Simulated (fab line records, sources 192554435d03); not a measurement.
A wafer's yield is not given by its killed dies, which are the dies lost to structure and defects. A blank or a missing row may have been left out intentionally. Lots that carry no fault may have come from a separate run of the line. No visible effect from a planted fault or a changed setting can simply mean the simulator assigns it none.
fab line records -- flow n5_finfet -- part 1 of 2: steps 1 to 25 of 34
record lots=5, wafers=15, last_day=18
route steps=1938 shown BEOL_M5@1167 BEOL_M6@1194
lots that met no fault: from a run of the same line without faults
start_h: hours from the record's first day to the start of the lot's first wafer shown -- wait_h: hours from the lot's prior step to this one -- " same as the row above -- L1.1+2: a single row standing in for several wafers -- - no value, or no start given -- * or withheld: withheld -- < > ~ a bound
route shown NAME@n: NAME is a module with steps in the file, n the number in the route of the first one -- usual: mean and standard deviation over wafers with no fault -- same: alike in all rows -- chamber/n: place in a boat -- sites: each site's reading -- _std_site: the standard deviation of these -- _edge_site: the outer-site mean with the inner-site mean subtracted -- radius_mm: how far each site lies from the wafer's centre -- mask NAME#n: copy n -- behind: the last tool/chamber to shape the wafer -- hold: reason for holding the lot/hours on hold/outcome of the hold -- device: the n, p or np transistor that did not switch -- end of line: at the end of the route, the tests of the same wafers -- for a step that has no rows: nothing shown but its recipe -- killed: count of dies lost to structure and defects at first sort (not the wafer's yield) -- map: the dies of a wafer, with x for killed, . for not killed, _ for no die there
set.NAME: setting as actually run; set.NAME@STEP: the setting as run at that earlier step -- model.NAME: the simulator's own value behind a step, which no gauge read
lots seen at some steps along the route; tables by step, rows by wafer
services: from which hour (start_h, from the record's first day; less than 0 if before it) a tool's chamber was out of use, for how many hours, and why
## steps
# step N5_BEOL_M5_SRD_43
# recipe time_s=30, temp_c=23, rinse_liquid=diw, dry=ipa_marangoni
lot.wafer,tool,chamber,start_h,wait_h
L077.1+2+6,wet_bench-05,"4,5,7",195.54,0.0
L078.3+5+6,wet_bench-03,"7,4,1",199.34,0.0
L084.1+2+5,wet_bench-02,"6,4,5",230.60,0.0
L090.2+3+6,wet_bench-03,"5,7,2",290.38,0.0
L097.1+2+5,wet_bench-05,"4,3,5",321.79,0.0
# step N5_BEOL_M5_CD_MEAS_35
# recipe target_cd_nm=28, target_cd_y_nm=24, polarity=opening
# usual cd_nm=28.1/0.39
lot.wafer,tool,chamber,start_h,wait_h,cd_nm
L077.1,cd_sem-03,-,195.57,0.0,28.1
L077.2,cd_sem-03,-,195.57,0.0,28.0
L077.6,cd_sem-03,-,195.57,0.0,28.0
L078.3,cd_sem-02,-,199.38,0.0,28.1
L078.5,cd_sem-02,-,199.38,0.0,28.7
L078.6,cd_sem-02,-,199.38,0.0,28.7
L084.1,cd_sem-03,-,230.64,0.0,27.7
L084.2,cd_sem-03,-,230.64,0.0,28.6
L084.5,cd_sem-03,-,230.64,0.0,27.8
L090.2,cd_sem-02,-,290.42,0.0,27.7
L090.3,cd_sem-02,-,290.42,0.0,28.4
L090.6,cd_sem-02,-,290.42,0.0,28.0
L097.1,cd_sem-02,-,321.83,0.0,28.8
L097.2,cd_sem-02,-,321.83,0.0,28.1
L097.5,cd_sem-02,-,321.83,0.0,28.1
# step N5_BEOL_M5_CURE_80
# recipe temp_c=370, time_s=120, ambient=DMADMS/He, material=SiCOH_lowk
# usual lamp_power_pct=52.32/0.049, wafer_temp_C_max=371.9/0.77
lot.wafer,tool,chamber,start_h,wait_h,lamp_power_pct,wafer_temp_C_max
L077.1,uv_cure-03,2,195.62,0.0,52.32,372.8
L077.2,uv_cure-03,2,195.62,0.0,52.33,372.8
L077.6,uv_cure-03,2,195.62,0.0,52.35,372.3
L078.3,uv_cure-01,0,199.52,0.1,52.41,371.1
L078.5,uv_cure-01,0,199.52,0.1,52.34,371.0
L078.6,uv_cure-01,0,199.52,0.1,52.31,370.9
L084.1,uv_cure-03,2,230.68,0.0,52.27,372.7
L084.2,uv_cure-03,2,230.68,0.0,52.33,371.7
L084.5,uv_cure-03,2,230.68,0.0,52.36,372.1
L090.2,uv_cure-02,1,290.51,0.1,52.28,371.1
L090.3,uv_cure-02,1,290.51,0.1,52.36,370.5
L090.6,uv_cure-02,1,290.51,0.1,52.30,371.4
L097.1,uv_cure-03,2,321.88,0.0,52.35,372.5
L097.2,uv_cure-03,2,321.88,0.0,52.26,372.6
L097.5,uv_cure-03,2,321.88,0.0,52.33,372.5
# step N5_BEOL_M5_DEGAS_44
# recipe ambient=vacuum, temp_c=250, time_s=60
# usual heater_power_w=368/37
lot.wafer,tool,chamber,start_h,wait_h,heater_power_w
L077.1,pvd_sputter-01,-,196.11,0.4,343
L077.2,pvd_sputter-01,-,196.11,0.4,423
L077.6,pvd_sputter-01,-,196.11,0.4,415
L078.3,pvd_sputter-02,-,200.17,0.6,366
L078.5,pvd_sputter-02,-,200.17,0.6,305
L078.6,pvd_sputter-02,-,200.17,0.6,370
L084.1,pvd_sputter-01,-,231.57,0.8,421
L084.2,pvd_sputter-01,-,231.57,0.8,343
L084.5,pvd_sputter-01,-,231.57,0.8,412
L090.2,pvd_sputter-02,-,290.81,0.3,403
L090.3,pvd_sputter-02,-,290.81,0.3,381
L090.6,pvd_sputter-02,-,290.81,0.3,300
L097.1,pvd_sputter-02,-,322.22,0.3,376
L097.2,pvd_sputter-02,-,322.22,0.3,306
L097.5,pvd_sputter-02,-,322.22,0.3,412
# step N5_BEOL_M5_PRE_CLEAN_45
# recipe gas=H2/He, time_s=30, temp_c=250
# usual heater_power_w=367/37
lot.wafer,tool,chamber,start_h,wait_h,heater_power_w
L077.1,pvd_sputter-01,-,196.15,0.0,328
L077.2,pvd_sputter-01,-,196.15,0.0,409
L077.6,pvd_sputter-01,-,196.15,0.0,418
L078.3,pvd_sputter-02,-,200.21,0.0,365
L078.5,pvd_sputter-02,-,200.21,0.0,301
L078.6,pvd_sputter-02,-,200.21,0.0,380
L084.1,pvd_sputter-01,-,231.61,0.0,422
L084.2,pvd_sputter-01,-,231.61,0.0,341
L084.5,pvd_sputter-01,-,231.61,0.0,406
L090.2,pvd_sputter-02,-,290.85,0.0,410
L090.3,pvd_sputter-02,-,290.85,0.0,371
L090.6,pvd_sputter-02,-,290.85,0.0,298
L097.1,pvd_sputter-02,-,322.26,0.0,377
L097.2,pvd_sputter-02,-,322.26,0.0,305
L097.5,pvd_sputter-02,-,322.26,0.0,412
# step N5_BEOL_M5_ALD_86
# recipe material=TaN, target_thk_a=*, temp_c=275, ald_precursor_family=PDMAT, ald_co_reactant=NH3, pressure_torr=3, carrier_flow_sccm=1500, pulse_time_s=2, purge_time_s=3, co_reactant_purge_time_s=2, co_reactant_pulse_time_s=3, ald_cycles=30, precursor_vessel_temp_c=75, precursor_vessel_pressure_torr=26.25, precursor_vessel_carrier_sccm=1000
# usual heater_power_w=425/51
lot.wafer,tool,chamber,start_h,wait_h,heater_power_w
L077.1,ald_metal-02,3,196.22,0.1,432
L077.2,ald_metal-02,2,196.22,0.1,483
L077.6,ald_metal-02,0,196.22,0.1,466
L078.3,ald_metal-03,1,200.28,0.1,371
L078.5,ald_metal-03,2,200.28,0.1,411
L078.6,ald_metal-03,3,200.28,0.1,455
L084.1,ald_metal-03,2,231.69,0.1,405
L084.2,ald_metal-03,0,231.69,0.1,346
L084.5,ald_metal-03,2,231.69,0.1,411
L090.2,ald_metal-03,2,290.93,0.1,402
L090.3,ald_metal-03,3,290.93,0.1,465
L090.6,ald_metal-03,2,290.93,0.1,416
L097.1,ald_metal-03,1,322.36,0.1,364
L097.2,ald_metal-03,3,322.36,0.1,477
L097.5,ald_metal-03,2,322.36,0.1,405
# step N5_BEOL_M5_SURFACE_TREAT_87
# recipe gas=Ar, time_s=*, ion_energy_ev=*, ion_current_ma_cm2=0.5, pressure_mtorr=*, ar_flow_sccm=30
# usual throttle_valve_pct=*
lot.wafer,tool,chamber,start_h,wait_h,throttle_valve_pct
L077.1,pvd_sputter-02,-,196.45,0.1,*
L077.2,pvd_sputter-02,-,196.45,0.1,*
L077.6,pvd_sputter-02,-,196.45,0.1,*
L078.3,pvd_sputter-01,-,200.64,0.3,*
L078.5,pvd_sputter-01,-,200.64,0.3,*
L078.6,pvd_sputter-01,-,200.64,0.3,*
L084.1,pvd_sputter-01,-,232.01,0.2,*
L084.2,pvd_sputter-01,-,232.01,0.2,*
L084.5,pvd_sputter-01,-,232.01,0.2,*
L090.2,pvd_sputter-01,-,292.63,1.6,*
L090.3,pvd_sputter-01,-,292.63,1.6,*
L090.6,pvd_sputter-01,-,292.63,1.6,*
L097.1,pvd_sputter-02,-,322.64,0.2,*
L097.2,pvd_sputter-02,-,322.64,0.2,*
L097.5,pvd_sputter-02,-,322.64,0.2,*
# step N5_BEOL_M5_CVD_47
# recipe material=Co, target_thk_a=30, temp_c=withheld, precursor=CCTBA/H2, pressure_torr=30, time_s=216
lot.wafer,tool,chamber,start_h,wait_h
L077.1+2+6,cvd_co-01,"2,1,0",196.51,0.0
L078.3+5+6,cvd_co-01,"0,0,2",200.70,0.0
L084.1+2+5,cvd_co-02,"2,0,1",232.30,0.3
L090.2+3+6,cvd_co-02,"1,0,0",292.76,0.1
L097.1+2+5,cvd_co-02,"0,1,2",322.93,0.3
# step N5_BEOL_M5_SPUTTER_48
# recipe material=Cu, target_thk_a=150, temp_c=-20, chamber_pressure_pa=0.07, power_w=withheld, time_s=27.62
# usual chuck_sensor_temp_C=-16.0/0.42, throttle_valve_pct=30.1/0.85
lot.wafer,tool,chamber,start_h,wait_h,chuck_sensor_temp_C,throttle_valve_pct
L077.1,pvd_sputter-03,-,196.67,0.1,-15.7,29.4
L077.2,pvd_sputter-03,-,196.67,0.1,-16.5,31.7
L077.6,pvd_sputter-03,-,196.67,0.1,-15.5,31.0
L078.3,pvd_sputter-02,-,200.93,0.2,-16.5,29.8
L078.5,pvd_sputter-02,-,200.93,0.2,-16.2,29.8
L078.6,pvd_sputter-02,-,200.93,0.2,-15.8,30.0
L084.1,pvd_sputter-03,-,233.03,0.7,-15.6,29.2
L084.2,pvd_sputter-03,-,233.03,0.7,-16.4,31.8
L084.5,pvd_sputter-03,-,233.03,0.7,-16.0,29.8
L090.2,pvd_sputter-02,-,292.95,0.1,-15.3,30.2
L090.3,pvd_sputter-02,-,292.95,0.1,-16.6,29.5
L090.6,pvd_sputter-02,-,292.95,0.1,-16.3,29.9
L097.1,pvd_sputter-01,-,324.00,1.0,-16.3,28.6
L097.2,pvd_sputter-01,-,324.00,1.0,-16.7,29.9
L097.5,pvd_sputter-01,-,324.00,1.0,-16.6,30.0
# step N5_BEOL_M5_ANNEAL_49
# recipe temp_c=400, time_s=1800, ambient=vacuum
# usual heater_power_w=913/88
lot.wafer,tool,chamber,start_h,wait_h,heater_power_w
L077.1,pvd_sputter-03,-,196.75,0.0,828
L077.2,pvd_sputter-03,-,196.75,0.0,938
L077.6,pvd_sputter-03,-,196.75,0.0,820
L078.3,pvd_sputter-02,-,201.01,0.0,1003
L078.5,pvd_sputter-02,-,201.01,0.0,773
L078.6,pvd_sputter-02,-,201.01,0.0,917
L084.1,pvd_sputter-03,-,233.11,0.0,817
L084.2,pvd_sputter-03,-,233.11,0.0,918
L084.5,pvd_sputter-03,-,233.11,0.0,989
L090.2,pvd_sputter-02,-,293.03,0.0,932
L090.3,pvd_sputter-02,-,293.03,0.0,1039
L090.6,pvd_sputter-02,-,293.03,0.0,767
L097.1,pvd_sputter-01,-,324.08,0.0,899
L097.2,pvd_sputter-01,-,324.08,0.0,1039
L097.5,pvd_sputter-01,-,324.08,0.0,1038
# step N5_BEOL_M5_SPUTTER_81
# recipe material=Cu, target_thk_a=150, temp_c=-20, chamber_pressure_pa=0.07, power_w=withheld, time_s=27.62
# usual chuck_sensor_temp_C=-16.0/0.42, throttle_valve_pct=30.1/0.85
lot.wafer,tool,chamber,start_h,wait_h,chuck_sensor_temp_C,throttle_valve_pct
L077.1,pvd_sputter-03,-,197.76,0.5,-15.6,29.2
L077.2,pvd_sputter-03,-,197.76,0.5,-16.4,31.7
L077.6,pvd_sputter-03,-,197.76,0.5,-15.7,31.0
L078.3,pvd_sputter-02,-,202.01,0.5,-16.6,29.5
L078.5,pvd_sputter-02,-,202.01,0.5,-16.2,29.8
L078.6,pvd_sputter-02,-,202.01,0.5,-15.9,29.7
L084.1,pvd_sputter-03,-,234.12,0.5,-15.4,29.1
L084.2,pvd_sputter-03,-,234.12,0.5,-16.3,31.6
L084.5,pvd_sputter-03,-,234.12,0.5,-16.0,29.7
L090.2,pvd_sputter-02,-,294.04,0.5,-15.3,30.6
L090.3,pvd_sputter-02,-,294.04,0.5,-16.5,29.6
L090.6,pvd_sputter-02,-,294.04,0.5,-16.0,29.9
L097.1,pvd_sputter-01,-,325.09,0.5,-16.5,28.8
L097.2,pvd_sputter-01,-,325.09,0.5,-16.5,29.8
L097.5,pvd_sputter-01,-,325.09,0.5,-16.6,29.9
# step N5_BEOL_M5_ANNEAL_82
# recipe temp_c=400, time_s=1800, ambient=vacuum
# usual heater_power_w=913/88
lot.wafer,tool,chamber,start_h,wait_h,heater_power_w
L077.1,pvd_sputter-03,-,197.84,0.0,831
L077.2,pvd_sputter-03,-,197.84,0.0,954
L077.6,pvd_sputter-03,-,197.84,0.0,811
L078.3,pvd_sputter-02,-,202.09,0.0,1042
L078.5,pvd_sputter-02,-,202.09,0.0,760
L078.6,pvd_sputter-02,-,202.09,0.0,874
L084.1,pvd_sputter-03,-,234.20,0.0,846
L084.2,pvd_sputter-03,-,234.20,0.0,935
L084.5,pvd_sputter-03,-,234.20,0.0,989
L090.2,pvd_sputter-02,-,294.12,0.0,924
L090.3,pvd_sputter-02,-,294.12,0.0,1020
L090.6,pvd_sputter-02,-,294.12,0.0,766
L097.1,pvd_sputter-01,-,325.17,0.0,905
L097.2,pvd_sputter-01,-,325.17,0.0,1036
L097.5,pvd_sputter-01,-,325.17,0.0,1043
# step N5_BEOL_M5_SPUTTER_83
# recipe material=Cu, target_thk_a=150, temp_c=-20, chamber_pressure_pa=0.07, power_w=withheld, time_s=27.62
# usual chuck_sensor_temp_C=-16.0/0.44, throttle_valve_pct=30.1/0.84
lot.wafer,tool,chamber,start_h,wait_h,chuck_sensor_temp_C,throttle_valve_pct
L077.1,pvd_sputter-03,-,198.85,0.5,-15.7,29.2
L077.2,pvd_sputter-03,-,198.85,0.5,-16.5,31.6
L077.6,pvd_sputter-03,-,198.85,0.5,-15.6,31.2
L078.3,pvd_sputter-02,-,203.10,0.5,-16.5,29.7
L078.5,pvd_sputter-02,-,203.10,0.5,-16.2,29.6
L078.6,pvd_sputter-02,-,203.10,0.5,-15.8,29.6
L084.1,pvd_sputter-03,-,235.20,0.5,-15.5,29.1
L084.2,pvd_sputter-03,-,235.20,0.5,-16.6,31.5
L084.5,pvd_sputter-03,-,235.20,0.5,-16.0,30.2
L090.2,pvd_sputter-02,-,295.12,0.5,-15.4,29.8
L090.3,pvd_sputter-02,-,295.12,0.5,-16.7,29.9
L090.6,pvd_sputter-02,-,295.12,0.5,-16.3,30.0
L097.1,pvd_sputter-01,-,326.18,0.5,-16.4,28.4
L097.2,pvd_sputter-01,-,326.18,0.5,-16.6,29.9
L097.5,pvd_sputter-01,-,326.18,0.5,-16.7,29.8
# step N5_BEOL_M5_ANNEAL_84
# recipe temp_c=400, time_s=1800, ambient=vacuum
# usual heater_power_w=913/88
lot.wafer,tool,chamber,start_h,wait_h,heater_power_w
L077.1,pvd_sputter-03,-,198.93,0.0,818
L077.2,pvd_sputter-03,-,198.93,0.0,923
L077.6,pvd_sputter-03,-,198.93,0.0,814
L078.3,pvd_sputter-02,-,203.18,0.0,1017
L078.5,pvd_sputter-02,-,203.18,0.0,760
L078.6,pvd_sputter-02,-,203.18,0.0,894
L084.1,pvd_sputter-03,-,235.28,0.0,794
L084.2,pvd_sputter-03,-,235.28,0.0,930
L084.5,pvd_sputter-03,-,235.28,0.0,1015
L090.2,pvd_sputter-02,-,295.20,0.0,926
L090.3,pvd_sputter-02,-,295.20,0.0,1022
L090.6,pvd_sputter-02,-,295.20,0.0,756
L097.1,pvd_sputter-01,-,326.26,0.0,901
L097.2,pvd_sputter-01,-,326.26,0.0,1041
L097.5,pvd_sputter-01,-,326.26,0.0,1047
# step N5_BEOL_M5_SPUTTER_88
# recipe material=Cu, target_thk_a=150, temp_c=-20, chamber_pressure_pa=0.07, power_w=withheld, time_s=27.62
# usual chuck_sensor_temp_C=-16.0/0.43, throttle_valve_pct=30.1/0.85
lot.wafer,tool,chamber,start_h,wait_h,chuck_sensor_temp_C,throttle_valve_pct
L077.1,pvd_sputter-03,-,199.93,0.5,-15.7,29.2
L077.2,pvd_sputter-03,-,199.93,0.5,-16.4,31.4
L077.6,pvd_sputter-03,-,199.93,0.5,-15.6,31.1
L078.3,pvd_sputter-02,-,204.19,0.5,-16.7,29.8
L078.5,pvd_sputter-02,-,204.19,0.5,-16.2,29.9
L078.6,pvd_sputter-02,-,204.19,0.5,-15.8,29.7
L084.1,pvd_sputter-03,-,236.29,0.5,-15.6,29.1
L084.2,pvd_sputter-03,-,236.29,0.5,-16.4,31.8
L084.5,pvd_sputter-03,-,236.29,0.5,-16.1,30.1
L090.2,pvd_sputter-02,-,296.21,0.5,-15.2,30.3
L090.3,pvd_sputter-02,-,296.21,0.5,-16.6,29.6
L090.6,pvd_sputter-02,-,296.21,0.5,-16.1,29.9
L097.1,pvd_sputter-01,-,327.26,0.5,-16.4,28.4
L097.2,pvd_sputter-01,-,327.26,0.5,-16.7,29.8
L097.5,pvd_sputter-01,-,327.26,0.5,-16.5,30.2
# step N5_BEOL_M5_ANNEAL_89
# recipe temp_c=400, time_s=1800, ambient=vacuum
# usual heater_power_w=914/87
lot.wafer,tool,chamber,start_h,wait_h,heater_power_w
L077.1,pvd_sputter-03,-,200.01,0.0,836
L077.2,pvd_sputter-03,-,200.01,0.0,926
L077.6,pvd_sputter-03,-,200.01,0.0,820
L078.3,pvd_sputter-02,-,204.27,0.0,1015
L078.5,pvd_sputter-02,-,204.27,0.0,779
L078.6,pvd_sputter-02,-,204.27,0.0,914
L084.1,pvd_sputter-03,-,236.37,0.0,837
L084.2,pvd_sputter-03,-,236.37,0.0,935
L084.5,pvd_sputter-03,-,236.37,0.0,990
L090.2,pvd_sputter-02,-,296.29,0.0,942
L090.3,pvd_sputter-02,-,296.29,0.0,990
L090.6,pvd_sputter-02,-,296.29,0.0,755
L097.1,pvd_sputter-01,-,327.34,0.0,888
L097.2,pvd_sputter-01,-,327.34,0.0,1039
L097.5,pvd_sputter-01,-,327.34,0.0,1060
# step N5_BEOL_M5_SPUTTER_90
# recipe material=Cu, target_thk_a=45, temp_c=-20, chamber_pressure_pa=0.07, power_w=withheld, time_s=8.29
# usual chuck_sensor_temp_C=-16.0/0.43, throttle_valve_pct=30.1/0.83
lot.wafer,tool,chamber,start_h,wait_h,chuck_sensor_temp_C,throttle_valve_pct
L077.1,pvd_sputter-03,-,201.02,0.5,-15.5,29.0
L077.2,pvd_sputter-03,-,201.02,0.5,-16.4,31.4
L077.6,pvd_sputter-03,-,201.02,0.5,-15.6,31.0
L078.3,pvd_sputter-02,-,205.27,0.5,-16.7,29.6
L078.5,pvd_sputter-02,-,205.27,0.5,-16.1,29.5
L078.6,pvd_sputter-02,-,205.27,0.5,-15.8,30.0
L084.1,pvd_sputter-03,-,237.38,0.5,-15.7,29.0
L084.2,pvd_sputter-03,-,237.38,0.5,-16.4,31.6
L084.5,pvd_sputter-03,-,237.38,0.5,-15.9,30.2
L090.2,pvd_sputter-02,-,297.30,0.5,-15.5,30.2
L090.3,pvd_sputter-02,-,297.30,0.5,-16.6,29.6
L090.6,pvd_sputter-02,-,297.30,0.5,-16.1,29.9
L097.1,pvd_sputter-01,-,328.35,0.5,-16.4,28.8
L097.2,pvd_sputter-01,-,328.35,0.5,-16.5,29.7
L097.5,pvd_sputter-01,-,328.35,0.5,-16.3,29.8
# step N5_BEOL_M5_ECD_50
# recipe material=Cu, target_thk_a=3000
lot.wafer,tool,chamber,start_h,wait_h
L077.1+2+6,ecd_cu-02,"1,0,1",201.14,0.1
L078.3+5+6,ecd_cu-02,"0,1,0",205.41,0.1
L084.1+2+5,ecd_cu-02,"0,1,0",237.49,0.1
L090.2+3+6,ecd_cu-02,"0,1,1",297.41,0.1
L097.1+2+5,ecd_cu-02,"1,0,0",328.47,0.1
# step N5_BEOL_M5_ANNEAL_51
# recipe temp_c=225, time_s=90, ambient=N2
# usual anneal_temp_c=225.00/0.17, wafer_temp_C_max=226.31/0.3
lot.wafer,tool,chamber,start_h,wait_h,anneal_temp_c,wafer_temp_C_max
L077.1,rtp_anneal-01,0,201.22,0.1,224.64,226.15
L077.2,rtp_anneal-01,0,201.22,0.1,224.92,226.75
L077.6,rtp_anneal-01,0,201.22,0.1,224.95,226.50
L078.3,rtp_anneal-01,0,205.57,0.1,225.06,226.09
L078.5,rtp_anneal-01,0,205.57,0.1,224.96,226.71
L078.6,rtp_anneal-01,0,205.57,0.1,225.08,226.56
L084.1,rtp_anneal-01,0,237.93,0.4,224.91,226.48
L084.2,rtp_anneal-01,0,237.93,0.4,225.16,226.78
L084.5,rtp_anneal-01,0,237.93,0.4,225.13,226.18
L090.2,rtp_anneal-01,0,297.54,0.1,225.17,226.16
L090.3,rtp_anneal-01,0,297.54,0.1,224.95,225.88
L090.6,rtp_anneal-01,0,297.54,0.1,225.16,226.13
L097.1,rtp_anneal-01,0,328.56,0.1,224.96,226.23
L097.2,rtp_anneal-01,0,328.56,0.1,225.22,226.22
L097.5,rtp_anneal-01,0,328.56,0.1,224.85,226.61
# step N5_BEOL_M5_CMP_52
# recipe stop_on=SiCOH_lowk, t_overpolish_s=6.9, down_force_psi=1, platen_rpm=50, clearing_platen_down_force_psi=1.5, clearing_platen_rpm=50, post_cmp_clean=cu_alkaline, target_thk_nm=62, clearing_platen_pad_velocity_m_s=0.99484, pad_velocity_m_s=0.99484
# usual barrier_field_endpoint_s=24.1/0.77, clearing_platen_down_force_psi=1.500/0.0031, motor_current_A=6.2/0.73, overpolish_run_s=6.900/0.0087, slurry_filter_dp_kPa=13.52/0.14, time_to_endpoint_s=61/4.5
lot.wafer,tool,chamber,start_h,wait_h,barrier_field_endpoint_s,clearing_platen_down_force_psi,motor_current_A,overpolish_run_s,slurry_filter_dp_kPa,time_to_endpoint_s
L077.1,cmp-04,1,201.62,0.3,24.0,1.497,5.1,6.907,13.48,60
L077.2,cmp-04,2,201.62,0.3,24.7,1.498,6.7,6.892,13.24,67
L077.6,cmp-04,0,201.62,0.3,25.0,1.498,6.3,6.897,13.71,68
L078.3,cmp-01,0,205.81,0.2,22.8,1.496,5.8,6.921,13.59,56
L078.6,cmp-01,3,205.81,0.2,23.8,1.500,6.4,6.900,13.75,60
L078.5,cmp-01,0,205.81,0.2,23.4,1.504,5.6,6.907,13.75,59
L084.2,cmp-02,1,238.24,0.2,24.5,1.502,5.9,6.898,13.83,61
L084.1,cmp-02,2,238.24,0.2,25.1,1.501,4.9,6.885,13.45,65
L084.5,cmp-02,2,238.24,0.2,25.3,1.496,5.3,6.899,13.43,68
L090.3,cmp-01,3,297.83,0.2,24.3,1.500,5.9,6.905,13.38,59
L090.2,cmp-01,1,297.83,0.2,23.7,1.499,6.8,6.890,13.71,57
L090.6,cmp-01,3,297.83,0.2,24.6,1.500,6.3,6.896,13.42,60
L097.2,cmp-04,2,328.89,0.2,24.1,1.500,6.8,6.911,13.80,63
L097.1,cmp-04,0,328.89,0.2,23.8,1.500,6.3,6.905,13.62,66
L097.5,cmp-04,1,328.89,0.2,23.2,1.509,5.0,6.900,13.56,56
# step N5_BEOL_M5_THK_MEAS_53
# recipe thk_meas_gauge=xrf, reads=Cu_of_BEOL_M5_ECD_50
# usual M5_THK=60.9/2.6
lot.wafer,tool,chamber,start_h,wait_h,M5_THK[nm]
L077.1,film_metro-02,-,201.85,0.2,59.3
L077.2,film_metro-02,-,201.85,0.2,61.7
L077.6,film_metro-02,-,201.85,0.2,61.8
L078.3,film_metro-01,-,206.07,-,60.0
L078.5,film_metro-01,-,206.07,-,54.6
L078.6,film_metro-01,-,206.07,-,64.7
L084.1,film_metro-01,-,238.54,-,58.4
L084.2,film_metro-01,-,238.54,-,58.6
L084.5,film_metro-01,-,238.54,-,60.5
L090.2,film_metro-02,-,298.09,-,58.4
L090.3,film_metro-02,-,298.09,-,58.3
L090.6,film_metro-02,-,298.09,-,60.5
L097.1,film_metro-01,-,329.15,-,61.0
L097.2,film_metro-01,-,329.15,-,60.7
L097.5,film_metro-01,-,329.15,-,61.6
# step N5_BEOL_M5_PRE_CLEAN_77
# recipe gas=NH3/H2, time_s=15, temp_c=*, rf_power_w=300
# usual heater_power_w=81/25
lot.wafer,tool,chamber,start_h,wait_h,heater_power_w
L077.1,cvd_co-01,0,201.88,0.0,92
L077.2,cvd_co-01,1,201.88,0.0,72
L077.6,cvd_co-01,1,201.88,0.0,71
L078.3,cvd_co-01,0,206.24,0.2,90
L078.5,cvd_co-01,1,206.24,0.2,71
L078.6,cvd_co-01,0,206.24,0.2,90
L084.1,cvd_co-02,1,238.58,0.0,59
L084.2,cvd_co-02,0,238.58,0.0,101
L084.5,cvd_co-02,2,238.58,0.0,45
L090.2,cvd_co-01,2,298.13,0.0,118
L090.3,cvd_co-01,1,298.13,0.0,70
L090.6,cvd_co-01,1,298.13,0.0,72
L097.1,cvd_co-02,0,329.19,0.0,105
L097.2,cvd_co-02,1,329.19,0.0,59
L097.5,cvd_co-02,1,329.19,0.0,58
# step N5_BEOL_M5_CO_CAP_78
# recipe material=Co, target_thk_a=20, temp_c=200, precursor=CCTBA/H2, pressure_torr=30, time_s=102.1
# usual heater_power_w=231/31
lot.wafer,tool,chamber,start_h,wait_h,heater_power_w
L077.1,cvd_co-01,0,201.92,0.0,249
L077.2,cvd_co-01,1,201.92,0.0,223
L077.6,cvd_co-01,1,201.92,0.0,215
L078.3,cvd_co-01,0,206.28,0.0,244
L078.5,cvd_co-01,1,206.28,0.0,219
L078.6,cvd_co-01,0,206.28,0.0,241
L084.1,cvd_co-02,1,238.62,0.0,204
L084.2,cvd_co-02,0,238.62,0.0,258
L084.5,cvd_co-02,2,238.62,0.0,178
L090.2,cvd_co-01,2,298.17,0.0,267
L090.3,cvd_co-01,1,298.17,0.0,221
L090.6,cvd_co-01,1,298.17,0.0,219
L097.1,cvd_co-02,0,329.23,0.0,251
L097.2,cvd_co-02,1,329.23,0.0,203
L097.5,cvd_co-02,1,329.23,0.0,203
# step N5_BEOL_M5_PRE_CLEAN_55
# recipe gas=NH3, time_s=15, temp_c=withheld, rf_power_w=300
lot.wafer,tool,chamber,start_h,wait_h
L077.1+2+6,pecvd-03,"0,2,0",202.01,0.1
L078.3+5+6,pecvd-03,"1,1,0",206.39,0.1
L084.1+2+5,pecvd-03,"1,2,2",238.71,0.1
L090.2+3+6,pecvd-04,"2,1,0",298.26,0.1
L097.1+2+5,pecvd-02,"1,2,2",329.32,0.1
# step N5_BEOL_M5_DEP_56
# recipe material=SiCN, target_thk_a=80, temp_c=withheld, precursor=3MS/NH3, pressure_torr=3, rf_w=202, time_s=14
# usual showerhead_plenum_p_Torr=3.662/0.013, throttle_valve_pct=8.9/0.38
lot.wafer,tool,chamber,start_h,wait_h,showerhead_plenum_p_Torr,throttle_valve_pct
L077.1,pecvd-03,0,202.04,0.0,3.674,8.6
L077.2,pecvd-03,2,202.04,0.0,3.640,9.2
L077.6,pecvd-03,0,202.04,0.0,3.668,8.9
L078.3,pecvd-03,1,206.43,0.0,3.680,9.3
L078.5,pecvd-03,1,206.43,0.0,3.668,9.2
L078.6,pecvd-03,0,206.43,0.0,3.658,8.8
L084.1,pecvd-03,1,238.74,0.0,3.674,9.1
L084.2,pecvd-03,2,238.74,0.0,3.653,8.5
L084.5,pecvd-03,2,238.74,0.0,3.645,8.3
L090.2,pecvd-04,2,298.28,0.0,3.641,8.5
L090.3,pecvd-04,1,298.28,0.0,3.649,8.8
L090.6,pecvd-04,0,298.28,0.0,3.665,8.8
L097.1,pecvd-02,1,329.35,0.0,3.660,9.0
L097.2,pecvd-02,2,329.35,0.0,3.656,9.0
L097.5,pecvd-02,2,329.35,0.0,3.659,8.9
